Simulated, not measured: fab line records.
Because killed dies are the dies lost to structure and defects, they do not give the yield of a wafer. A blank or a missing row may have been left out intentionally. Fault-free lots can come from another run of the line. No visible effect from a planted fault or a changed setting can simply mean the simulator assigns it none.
Chamber matching -- flow n5 finfet -- N5_BEOL_M14_TRENCH_ETCH_34 on rie diel-01 has 4 sister chambers
The step etches SiO2 in C4F8/O2/Ar, target depth 556.65 nm, time 126.9 s. 4 wafers are shown with their chamber, then 9 later ones without.

## WAFERS PAIRED WITH THEIR CHAMBERS
wafer,chamber,rf vpp V (V)
L075.6,0,2251
L074.6,1,2241
L085.3,2,2243
L085.6,3,2269

## WAFERS WITH NO CHAMBER GIVEN
wafer,rf vpp V (V)
L088.2,2249
L088.3,2243
L088.5,2249
L091.3,2249
L091.5,2238
L091.6,2242
L093.1,2238
L093.2,2249
L093.4,2237

## WHICH CHAMBER EACH ONE RAN IN
wafer,from the rows above,in truth
L088.2,can't be placed: 0 or 2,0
L088.3,can't be placed: 2 or 1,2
L088.5,can't be placed: 0 or 2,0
L091.3,can't be placed: 0 or 2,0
L091.5,can't be placed: 1 or 2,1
L091.6,can't be placed: 1 or 2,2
L093.1,can't be placed: 1 or 2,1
L093.2,can't be placed: 0 or 2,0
L093.4,can't be placed: 1 or 2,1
0 of 9 placed correctly. Not placeable from these rows: 9 (in 9, the candidates include the true chamber). Placed wrongly: 0.
How it was worked out, from the rows above alone: a wafer's distance from a chamber is the root of the sum, over the readings, of the square of ((its reading less the chamber's mean) divided by the reading's scatter). The wafer belongs to the nearest chamber; if the next one is less than 2 further off, it can't be placed. For every chamber, the mean is computed from those of its wafers that are shown. The scatter: with one shown wafer a chamber, the root of the mean of the squares of how far each hidden wafer lies from its nearest shown one.
